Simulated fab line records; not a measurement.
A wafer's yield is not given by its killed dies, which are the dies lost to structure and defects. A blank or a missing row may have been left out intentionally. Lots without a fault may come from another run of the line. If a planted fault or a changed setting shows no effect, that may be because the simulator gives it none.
fab line records + flow n5-finfet
[record]
- lots = 10
- wafers = 29
- last-day = 18
route steps=1938 shown ZERO_LAYER@4 BEOL_M4@1102 BEOL_M5@1114 PASSIVATION@1936
lots untouched by any fault: they come from a run of this same line in which no faults occurred
start-h: hours from the record's first day to the start of the lot's first wafer shown + wait-h: hours since the lot's step before + " identical to the entry in the row above + L1.1+2: a row that stands for several wafers + - no value, or no start was given + * or withheld: withheld + < > ~ a bound
route shown NAME@n: NAME is a module with steps in the file, n the number in the route of the first one + usual: mean/standard deviation of fault-free wafers + same: alike in all rows + chamber/n: place in a boat + sites: the reading at each site + _std_site: their standard deviation + _edge_site: the outer-site mean with the inner-site mean subtracted + radius-mm: for every site, how far away it sits from the centre of the wafer + mask NAME#n: copy n + behind: tool/chamber where the wafer was last shaped + hold: the reason the lot was held/the length of the hold in hours/how it ended + device: names the non-switching transistor (n, p or np) + end of line: at the end of the route, the tests of the same wafers + for a step that has no rows: nothing shown but its recipe + killed: dies lost to structure and defects at the first sort, not the wafer's yield + map: a wafer's dies, marking killed ones x, the rest . and places with no die _
set.NAME: the setting that was run; set.NAME@STEP: the one run at that earlier step + model.NAME: the simulator's own value behind a step, which no gauge read
a sample of lots followed through the steps of the route, with each step as a table and each wafer as a row
services: the hour from which a tool's chamber was out of use, counted from the record's first day as start-h (under 0 if before that day), plus the number of hours and why
[[steps]]
[step N5_ZERO_LAYER_PECVD_02]
[recipe]
- material = SiO2
- target-thk-a = 100
- temp-c = 400
- precursor = SiH4/N2O
- pressure-torr = 0.75
- rf-w = 275
- time-s = 6
[usual]
- heater-power-w = 799/75
- rf-fwd-power-W = 272.2/0.97
- showerhead-plenum-p-Torr = 8.11/0.15
| lot.wafer | tool     | chamber | start-h | wait-h | heater-power-w | rf-fwd-power-W | showerhead-plenum-p-Torr | since-wet-clean-h |
|-----------|----------|---------|---------|--------|----------------|----------------|--------------------------|-------------------|
| L800.2    | pecvd-04 | 1       | 12.46   | 0.0    | 829            | 272.8          | 8.24                     | 1260              |
| L800.3    | "        | 0       | "       | "      | 729            | 271.3          | 7.97                     | 535               |
| L800.4    | "        | 1       | "       | "      | 840            | 273.6          | 8.24                     | -                 |
| L801.3    | pecvd-04 | 0       | 18.29   | 0.0    | 675            | 271.4          | 7.98                     | 541               |
| L801.5    | "        | 0       | "       | "      | 653            | 271.7          | 7.96                     | -                 |
| L803.1    | pecvd-02 | 1       | 30.28   | 0.0    | 933            | 272.6          | 7.79                     | 1640              |
| L803.2    | "        | 0       | "       | "      | 718            | 271.1          | 8.21                     | 915               |
| L803.3    | "        | 2       | "       | "      | 722            | 272.5          | 7.94                     | 161               |
| L804.3    | pecvd-04 | 0       | 36.31   | 0.1    | 754            | 271.2          | 8.00                     | -                 |
| L804.5    | "        | 0       | "       | "      | 755            | 271.8          | 7.98                     | -                 |
| L804.6    | "        | 1       | "       | "      | 703            | 271.6          | 8.25                     | -                 |
| L807.1    | pecvd-04 | 0       | 54.29   | 0.0    | 756            | 273.9          | 7.99                     | 577               |
| L807.2    | "        | 2       | "       | "      | 954            | 272.4          | 8.10                     | 2027              |
| L807.3    | "        | 1       | "       | "      | 801            | 271.8          | 8.23                     | 1302              |
| L808.1    | pecvd-04 | 1       | 60.28   | 0.0    | 730            | 272.7          | 8.25                     | 1308              |
| L808.3    | "        | 0       | "       | "      | 796            | 271.6          | 7.97                     | 583               |
| L808.6    | "        | 1       | "       | "      | 711            | 272.6          | 8.25                     | -                 |
| L809.2    | pecvd-04 | 1       | 66.28   | 0.0    | 801            | 272.7          | 8.28                     | 1314              |
| L809.5    | "        | 1       | "       | "      | 794            | 273.9          | 8.27                     | -                 |
| L809.6    | "        | 0       | "       | "      | 724            | 272.9          | 7.99                     | -                 |
| L812.1    | pecvd-04 | 0       | 84.29   | 0.0    | 684            | 271.7          | 7.99                     | 607               |
| L812.3    | "        | 2       | "       | "      | 912            | 273.5          | 8.14                     | 2057              |
| L812.4    | "        | 2       | "       | "      | 897            | 272.3          | 8.11                     | -                 |
| L819.1    | pecvd-03 | 2       | 126.30  | 0.0    | 801            | 273.4          | 8.17                     | 76                |
| L819.3    | "        | 0       | "       | "      | 826            | 273.2          | 8.04                     | 830               |
| L819.5    | "        | 1       | "       | "      | 836            | 271.5          | 8.34                     | -                 |
| L822.2    | pecvd-02 | 2       | 144.28  | 0.0    | 621            | 273.7          | 7.93                     | 275               |
| L822.4    | "        | 1       | "       | "      | 876            | 272.2          | 7.81                     | -                 |
| L822.6    | "        | 0       | "       | "      | 758            | 271.5          | 8.22                     | -                 |
[step N5_BEOL_M4_ANNEAL_51]
[recipe]
- temp-c = 225
- time-s = 90
- ambient = N2
[usual]
- wafer_temp_C_max = 225.69/0.2
| lot.wafer | tool          | chamber | start-h | wait-h | wafer_temp_C_max |
|-----------|---------------|---------|---------|--------|------------------|
| L800.2    | rtp-anneal-01 | 0       | 163.04  | 0.1    | 225.58           |
| L800.3    | "             | 0       | "       | "      | 225.50           |
| L800.4    | "             | 0       | "       | "      | 225.88           |
| L801.3    | rtp-anneal-01 | 0       | 168.48  | 0.1    | 225.83           |
| L801.5    | "             | 0       | "       | "      | 225.50           |
| L803.1    | rtp-anneal-01 | 0       | 185.82  | 0.1    | 225.60           |
| L803.2    | "             | 0       | "       | "      | 225.93           |
| L803.3    | "             | 0       | "       | "      | 225.96           |
| L804.3    | rtp-anneal-02 | 0       | 190.23  | 0.1    | 225.84           |
| L804.5    | "             | 0       | "       | "      | 225.85           |
| L804.6    | "             | 0       | "       | "      | 225.80           |
| L807.1    | rtp-anneal-02 | 0       | 208.16  | 0.1    | 225.84           |
| L807.2    | "             | 0       | "       | "      | 226.07           |
| L807.3    | "             | 0       | "       | "      | 225.71           |
| L808.1    | rtp-anneal-02 | 0       | 219.00  | 0.1    | 225.31           |
| L808.3    | "             | 0       | "       | "      | 225.72           |
| L808.6    | "             | 0       | "       | "      | 225.63           |
| L809.2    | rtp-anneal-01 | 0       | 219.11  | 0.1    | 225.92           |
| L809.5    | "             | 0       | "       | "      | 225.64           |
| L809.6    | "             | 0       | "       | "      | 225.45           |
| L812.1    | rtp-anneal-01 | 0       | 237.15  | 0.1    | 226.00           |
| L812.3    | "             | 0       | "       | "      | 225.43           |
| L812.4    | "             | 0       | "       | "      | 225.58           |
| L819.1    | rtp-anneal-01 | 0       | 297.03  | 0.1    | 225.61           |
| L819.3    | "             | 0       | "       | "      | 225.75           |
| L819.5    | "             | 0       | "       | "      | 225.74           |
| L822.2    | rtp-anneal-02 | 0       | 302.38  | 0.1    | 225.56           |
| L822.4    | "             | 0       | "       | "      | 225.82           |
| L822.6    | "             | 0       | "       | "      | 225.73           |
[step N5_BEOL_M4_DEP_57]
[recipe]
- material = SiCN
- target-thk-a = 80
- temp-c = withheld
- precursor = 3MS/NH3
- pressure-torr = 3
- rf-w = 202
- time-s = 14
[usual]
- rf-fwd-power-W = 199.2/0.86
- showerhead-plenum-p-Torr = 3.663/0.016
- throttle-valve-pct = 9.0/0.49
| lot.wafer | tool     | chamber | start-h | wait-h | rf-fwd-power-W | showerhead-plenum-p-Torr | since-wet-clean-h | throttle-valve-pct |
|-----------|----------|---------|---------|--------|----------------|--------------------------|-------------------|--------------------|
| L800.2    | pecvd-03 | 2       | 163.80  | 0.0    | 200.2          | 3.667                    | 114               | 8.6                |
| L800.3    | "        | 0       | "       | "      | 200.0          | 3.646                    | 868               | 9.3                |
| L800.4    | "        | 2       | "       | "      | 200.6          | 3.669                    | -                 | 8.2                |
| L801.3    | pecvd-03 | 2       | 169.18  | 0.0    | 199.5          | 3.666                    | 119               | 8.4                |
| L801.5    | "        | 1       | "       | "      | 198.5          | 3.676                    | -                 | 9.6                |
| L803.1    | pecvd-03 | 0       | 186.67  | 0.0    | 200.4          | 3.659                    | 891               | 9.5                |
| L803.2    | "        | 2       | "       | "      | 200.3          | 3.671                    | 137               | 8.5                |
| L803.3    | "        | 0       | "       | "      | 200.0          | 3.653                    | -                 | 9.3                |
| L804.3    | pecvd-02 | 1       | 190.93  | 0.0    | 198.8          | 3.632                    | 1801              | 9.8                |
| L804.5    | "        | 0       | "       | "      | 197.7          | 3.674                    | -                 | 8.8                |
| L804.6    | "        | 1       | "       | "      | 198.9          | 3.629                    | -                 | 9.7                |
| L807.1    | pecvd-03 | 0       | 208.95  | 0.0    | 199.0          | 3.658                    | 913               | 9.4                |
| L807.2    | "        | 2       | "       | "      | 199.9          | 3.669                    | 159               | 8.5                |
| L807.3    | "        | 1       | "       | "      | 199.5          | 3.675                    | 1638              | 9.3                |
| L808.1    | pecvd-02 | 0       | 219.84  | 0.0    | 198.0          | 3.679                    | 1105              | 8.8                |
| L808.3    | "        | 2       | "       | "      | 198.5          | 3.632                    | 351               | 8.8                |
| L808.6    | "        | 0       | "       | "      | 197.1          | 3.666                    | -                 | 8.8                |
| L809.2    | pecvd-03 | 2       | 219.88  | 0.0    | 198.8          | 3.662                    | 170               | 8.6                |
| L809.5    | "        | 1       | "       | "      | 200.5          | 3.681                    | -                 | 9.2                |
| L809.6    | "        | 2       | "       | "      | 199.4          | 3.665                    | -                 | 8.5                |
| L812.1    | pecvd-04 | 0       | 237.94  | 0.0    | 197.7          | 3.644                    | 761               | 8.9                |
| L812.3    | "        | 1       | "       | "      | 199.8          | 3.667                    | 1486              | 9.0                |
| L812.4    | "        | 1       | "       | "      | 199.7          | 3.685                    | -                 | 9.1                |
| L819.1    | pecvd-03 | 0       | 297.82  | 0.0    | 199.0          | 3.658                    | 1002              | 9.4                |
| L819.3    | "        | 2       | "       | "      | 199.3          | 3.674                    | 248               | 8.4                |
| L819.5    | "        | 0       | "       | "      | 199.9          | 3.658                    | -                 | 9.6                |
| L822.2    | pecvd-03 | 2       | 303.14  | 0.0    | 200.1          | 3.667                    | 253               | 8.3                |
| L822.4    | "        | 2       | "       | "      | 199.6          | 3.673                    | -                 | 8.8                |
| L822.6    | "        | 1       | "       | "      | 198.8          | 3.691                    | -                 | 9.2                |
[step N5_BEOL_M4_RC_MEAS_101]
[usual]
- CJ_N = 4.35/0.092
- CJ_P = 5.80/0.19
- DIBL_N = 36.0/1.6
- DIBL_P = 36.1/2
- IOFF_N = 0.160/0.029
- IOFF_P = 0.21/0.039
- ION_N = 675/13
- ION_P = 464/8.8
- RS_PWELL = 3011/22
- SS_N = 71.5/0.58
- SS_P = 73.3/0.65
- VT_N = 250/3.3
- VT_P = -249/3.6
| lot.wafer | tool      | chamber | start-h | wait-h | CJ_N | CJ_P | DIBL_N[mV/V] | DIBL_P[mV/V] | IOFF_N[nA/um] | IOFF_P[nA/um] | ION_N[uA/um] | ION_P[uA/um] | RS_PWELL[ohm/sq] | SS_N[mV/dec] | SS_P[mV/dec] | VT_N[mV] | VT_P[mV] |
|-----------|-----------|---------|---------|--------|------|------|--------------|--------------|---------------|---------------|--------------|--------------|------------------|--------------|--------------|----------|----------|
| L800.2    | prober-02 | 0       | 164.07  | 0.2    | 4.32 | 5.59 | 37.4         | 36.9         | 0.164         | 0.21          | 676          | 456          | 3019             | 72.0         | 73.4         | 247      | -252     |
| L800.3    | "         | 0       | "       | "      | 4.36 | 5.93 | 35.6         | 34.9         | 0.128         | 0.19          | 659          | 454          | 3050             | 71.5         | 73.0         | 251      | -253     |
| L800.4    | "         | 0       | "       | "      | 4.46 | 5.86 | 36.4         | 33.6         | 0.141         | 0.17          | 662          | 449          | 3037             | 71.6         | 72.7         | 254      | -255     |
| L801.3    | prober-01 | 0       | 169.61  | 0.3    | 4.43 | 5.78 | 37.5         | 36.4         | 0.174         | 0.24          | 666          | 460          | 3045             | 71.8         | 74.0         | 251      | -248     |
| L801.5    | "         | 0       | "       | "      | 4.42 | 5.59 | 36.0         | 34.5         | 0.149         | 0.21          | 667          | 460          | 3023             | 71.1         | 72.7         | 251      | -250     |
| L803.1    | prober-02 | 0       | 186.81  | 0.0    | 4.38 | 5.60 | 34.2         | 34.1         | 0.121         | 0.15          | 653          | 451          | 3011             | 71.7         | 72.7         | 254      | -259     |
| L803.2    | "         | 0       | "       | "      | 4.38 | 6.04 | 36.3         | 36.7         | 0.150         | 0.18          | 673          | 456          | 3037             | 72.6         | 74.0         | 252      | -255     |
| L803.3    | "         | 0       | "       | "      | 4.29 | 5.74 | 33.9         | 33.6         | 0.110         | 0.14          | 649          | 448          | 3039             | 71.4         | 72.3         | 255      | -259     |
| L804.3    | prober-02 | 0       | 191.35  | 0.3    | 4.44 | 5.50 | 33.7         | 35.3         | 0.146         | 0.19          | 678          | 463          | 3012             | 71.2         | 73.1         | 250      | -252     |
| L804.5    | "         | 0       | "       | "      | 4.34 | 5.74 | 32.2         | 33.5         | 0.118         | 0.17          | 675          | 466          | 3026             | 70.8         | 72.7         | 253      | -250     |
| L804.6    | "         | 0       | "       | "      | 4.44 | 6.07 | 35.7         | 37.8         | 0.175         | 0.23          | 678          | 463          | 3020             | 70.7         | 73.7         | 247      | -249     |
| L807.1    | prober-02 | 0       | 209.07  | 0.0    | 4.42 | 5.97 | 38.5         | 37.3         | 0.190         | 0.25          | 671          | 466          | 3052             | 72.3         | 74.0         | 248      | -244     |
| L807.2    | "         | 0       | "       | "      | 4.29 | 5.49 | 37.1         | 36.6         | 0.154         | 0.24          | 660          | 461          | 3029             | 72.0         | 73.3         | 250      | -245     |
| L807.3    | "         | 0       | "       | "      | 4.32 | 5.84 | 36.1         | 35.6         | 0.140         | 0.23          | 665          | 467          | 3049             | 71.3         | 73.6         | 250      | -242     |
| L808.1    | prober-01 | 0       | 219.96  | 0.0    | 4.42 | 5.90 | 37.1         | 36.8         | 0.180         | 0.20          | 669          | 454          | 3036             | 71.5         | 73.3         | 251      | -251     |
| L808.3    | "         | 0       | "       | "      | 4.29 | 5.87 | 34.3         | 35.2         | 0.130         | 0.18          | 658          | 452          | 3010             | 71.1         | 72.9         | 256      | -250     |
| L808.6    | "         | 0       | "       | "      | 4.38 | 5.92 | 34.3         | 34.8         | 0.132         | 0.18          | 672          | 462          | 3012             | 71.1         | 73.6         | 251      | -252     |
| L809.2    | prober-02 | 0       | 220.17  | 0.2    | 4.19 | 5.54 | 35.8         | 35.5         | 0.150         | 0.20          | 677          | 467          | 2993             | 71.9         | 73.4         | 249      | -253     |
| L809.5    | "         | 0       | "       | "      | 4.29 | 6.04 | 37.9         | 37.8         | 0.186         | 0.24          | 688          | 472          | 3025             | 72.2         | 73.6         | 245      | -248     |
| L809.6    | "         | 0       | "       | "      | 4.30 | 5.81 | 38.2         | 37.7         | 0.192         | 0.24          | 688          | 466          | 2991             | 71.8         | 73.8         | 245      | -248     |
| L812.1    | prober-02 | 0       | 238.06  | 0.0    | 4.37 | 5.75 | 35.3         | 34.1         | 0.138         | 0.19          | 681          | 470          | 3024             | 70.5         | 73.3         | 251      | -252     |
| L812.3    | "         | 0       | "       | "      | 4.64 | 5.33 | 35.8         | 35.3         | 0.152         | 0.20          | 677          | 473          | 3062             | 70.8         | 72.9         | 251      | -251     |
| L812.4    | "         | 0       | "       | "      | 4.78 | 5.23 | 36.4         | 35.7         | 0.163         | 0.21          | 693          | 475          | 3093             | 72.0         | 73.4         | 248      | -250     |
| L819.1    | prober-01 | 0       | 297.94  | 0.0    | 4.44 | 5.75 | 34.8         | 34.0         | 0.146         | 0.17          | 687          | 463          | 3037             | 70.9         | 72.3         | 247      | -252     |
| L819.3    | "         | 0       | "       | "      | 4.34 | 5.88 | 36.2         | 35.5         | 0.154         | 0.20          | 681          | 469          | 3031             | 71.5         | 73.7         | 248      | -250     |
| L819.5    | "         | 0       | "       | "      | 4.40 | 6.06 | 36.8         | 35.9         | 0.174         | 0.21          | 699          | 468          | 3028             | 71.2         | 73.0         | 247      | -250     |
| L822.2    | prober-02 | 0       | 303.43  | 0.2    | 4.43 | 5.86 | 34.6         | 33.6         | 0.128         | 0.19          | 664          | 462          | 3048             | 70.7         | 72.0         | 253      | -247     |
| L822.4    | "         | 0       | "       | "      | 4.32 | 5.65 | 35.0         | 35.3         | 0.139         | 0.21          | 657          | 458          | 3004             | 71.5         | 72.9         | 253      | -251     |
| L822.6    | "         | 0       | "       | "      | 4.35 | 5.74 | 37.1         | 37.7         | 0.180         | 0.25          | 682          | 465          | 3039             | 71.9         | 74.1         | 247      | -247     |
[step N5_BEOL_M5_THK_MEAS_01]
[recipe]
- reads = SiCOH_lowk_of_BEOL_M5_ILD_DEP_00
[usual]
- M5_ILD_THK = 120.6/1.6
| lot.wafer | tool          | chamber | start-h | wait-h | M5_ILD_THK[nm] |
|-----------|---------------|---------|---------|--------|----------------|
| L800.2    | film-metro-02 | -       | 165.45  | 0.4    | 116.5          |
| L800.3    | "             | -       | "       | "      | 117.9          |
| L800.4    | "             | -       | "       | "      | 120.4          |
| L801.3    | film-metro-02 | -       | 170.84  | 0.3    | 121.0          |
| L801.5    | "             | -       | "       | "      | 123.3          |
| L803.1    | film-metro-01 | -       | 188.38  | 0.4    | 120.1          |
| L803.2    | "             | -       | "       | "      | 119.7          |
| L803.3    | "             | -       | "       | "      | 121.7          |
| L804.3    | film-metro-02 | -       | 192.59  | 0.3    | 117.9          |
| L804.5    | "             | -       | "       | "      | 121.8          |
| L804.6    | "             | -       | "       | "      | 120.3          |
| L807.1    | film-metro-02 | -       | 210.60  | 0.4    | 120.0          |
| L807.2    | "             | -       | "       | "      | 118.6          |
| L807.3    | "             | -       | "       | "      | 118.4          |
| L808.1    | film-metro-02 | -       | 221.50  | 0.4    | 119.1          |
| L808.3    | "             | -       | "       | "      | 119.3          |
| L808.6    | "             | -       | "       | "      | 122.2          |
| L809.2    | film-metro-02 | -       | 221.56  | 0.4    | 119.5          |
| L809.5    | "             | -       | "       | "      | 122.3          |
| L809.6    | "             | -       | "       | "      | 122.1          |
| L812.1    | film-metro-02 | -       | 239.69  | 0.4    | 121.1          |
| L812.3    | "             | -       | "       | "      | 118.5          |
| L812.4    | "             | -       | "       | "      | 121.4          |
| L819.1    | film-metro-02 | -       | 299.62  | 0.4    | 118.3          |
| L819.3    | "             | -       | "       | "      | 118.9          |
| L819.5    | "             | -       | "       | "      | 122.4          |
| L822.2    | film-metro-02 | -       | 304.82  | 0.4    | 119.9          |
| L822.4    | "             | -       | "       | "      | 121.2          |
| L822.6    | "             | -       | "       | "      | 120.8          |
[step N5_PASSIVATION_PROBE_49]
[usual]
- defect-limited-yield = 91.0/1.3
- killed_at_M0_to_M3 = 36/9.5
- killed_at_M4_up = 14/5.6
- killed-at-contacts = 12/6.4
- killed-at-front-end = 40/10
- killed-at-other = 3.2/3
- killed-dies = 107/15
- killed-open = 69/12
- killed-short = 35/7.7
- sort_bin_5_function = 5.3/0.91
- sort_bin_6_memory = 3.3/0.65
- sort-n-pass = 1073/15
- sort-yield-pct = 91.0/1.3
[same]
- gross-dies = 1180
- killed-at-back-side = 0
- sort_bin_4_leakage[%] = 0
- sort_bin_8_speed[%] = 0
| lot.wafer | tool      | chamber | start-h | wait-h | defect-limited-yield[%] | killed_at_M0_to_M3 | killed_at_M4_up | killed-at-contacts | killed-at-front-end | killed-at-other | killed-dies | killed-open | killed-short | sort_bin_5_function[%] | sort_bin_6_memory[%] | sort-n-pass | sort-yield-pct[%] |
|-----------|-----------|---------|---------|--------|-------------------------|--------------------|-----------------|--------------------|---------------------|-----------------|-------------|-------------|--------------|------------------------|----------------------|-------------|-------------------|
| L809.2    | prober-02 | -       | 333.02  | 0.6    | 90.3                    | 41                 | 20              | 16                 | 35                  | 2               | 114         | 72          | 40           | 5.3                    | 4.0                  | 1066        | 90.3              |
| L809.5    | prober-02 | -       | 333.17  | 0.7    | 91.6                    | 29                 | 17              | 20                 | 32                  | 1               | 99          | 65          | 32           | 4.7                    | 3.1                  | 1081        | 91.6              |
| L809.6    | prober-02 | -       | 333.22  | 0.8    | 90.1                    | 49                 | 11              | 21                 | 35                  | 1               | 117         | 80          | 36           | 6.7                    | 3.1                  | 1063        | 90.1              |
// killed by level:class
L809.2 MOL_CONTACT_COAG:geometric-particle:open=12 BEOL_M0_SAQP:geometric-particle:open=10 FIN_SAQP:geometric-particle:open=8 BEOL_M0_SAQP:geometric-particle:short=7 BEOL_M1:geometric-particle:open=7 FIN_SAQP:geometric-particle:short=6 BEOL_M2:geometric-particle:open=6 BEOL_M3:geometric-particle:open=6
L809.5 MOL_CONTACT_COAG:geometric-particle:open=19 BEOL_M3:geometric-particle:open=9 FIN_SAQP:geometric-particle:short=7 FIN_SAQP:geometric-particle:open=5 BEOL_M0_SAQP:geometric-particle:short=5 BEOL_M0_SAQP:geometric-particle:open=4 BEOL_M1:geometric-particle:open=4 BEOL_M2:geometric-particle:open=4
L809.6 MOL_CONTACT_COAG:geometric-particle:open=16 BEOL_M0_SAQP:geometric-particle:open=11 BEOL_M1:geometric-particle:open=10 STI_FIN_REVEAL:geometric-particle:open=9 BEOL_M2:geometric-particle:open=9 BEOL_M0_SAQP:geometric-particle:short=6 GATE_CUT:geometric-particle:short=5 MOL_CONTACT_COAG:geometric-particle:short=5
[[services]]
| tool          | chamber | start-h | hours | kind                          |
|---------------|---------|---------|-------|-------------------------------|
| pecvd-03      | 1       | -3.49   | 5.0   | scheduled-down                |
| pecvd-03      | 2       | 21.12   | -     | clean                         |
| pecvd-03      | 2       | 21.12   | -     | consumable-replace:showerhead |
| pecvd-03      | 2       | 21.12   | 29.0  | scheduled-down                |
| pecvd-03      | 2       | 21.12   | 29.0  | vent-cycle                    |
| pecvd-04      | 2       | 33.62   | 5.5   | scheduled-down                |
| pecvd-04      | 1       | 40.02   | 5.5   | scheduled-down                |
| pecvd-02      | -       | 44.26   | 14.6  | pm                            |
| pecvd-04      | 2       | 52.05   | 2.1   | scheduled-down                |
| rtp-anneal-02 | -       | 58.46   | 1.4   | pm                            |
| pecvd-03      | 1       | 88.26   | 5.5   | scheduled-down                |
| pecvd-02      | -       | 104.26  | 1.2   | repair                        |
| pecvd-03      | 1       | 118.82  | 2.1   | scheduled-down                |
| pecvd-03      | 1       | 181.93  | 7.5   | repair                        |
| pecvd-04      | 2       | 202.40  | -     | clean                         |
| pecvd-04      | 2       | 202.40  | -     | consumable-replace:showerhead |
| pecvd-04      | 2       | 202.40  | 29.0  | scheduled-down                |
| pecvd-04      | 2       | 202.40  | 29.0  | vent-cycle                    |
| pecvd-03      | 0       | 215.13  | 5.5   | scheduled-down                |
| pecvd-02      | -       | 226.68  | 1.2   | repair                        |
| rtp-anneal-02 | -       | 226.70  | 4.6   | pm                            |
| pecvd-04      | -       | 229.27  | 2.6   | repair                        |
| pecvd-04      | 1       | 255.80  | 14.1  | repair                        |
| pecvd-03      | 0       | 300.29  | 4.7   | repair                        |
[[key]]
[first-sign]
- step = N5_BEOL_M4_RC_MEAS_101
- reading = CJ_N
- direction = up
- sigmas = 4
- usual = 4.35
- struck = 4.71
[effect]
- step = N5_BEOL_M4_RC_MEAS_101
- reading = RS_PWELL
- direction = up
- sigmas = 3
- usual = 3011
- struck = 3078
[effect]
- step = N5_BEOL_M4_RC_MEAS_101
- reading = CJ_P
- direction = down
- sigmas = 2.7
- usual = 5.80
- struck = 5.28
met-at N5_ZERO_LAYER_PECVD_02
struck-lots L812
struck-wafers L812.3,L812.4
not-acting-at N5_BEOL_M4_ANNEAL_51,N5_BEOL_M4_DEP_57,N5_BEOL_M5_THK_MEAS_01
onset-between 54.29 84.29
[fault]
- kind = process-parameter-drift
- tool = pecvd-04
- chamber = 2
- onset-h = 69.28
- steps = N5_ZERO_LAYER_PECVD_02
- channel = target-thk-a
- offset = *
- shape = step
- end-h = 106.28
- acts-in = *
- stated = *
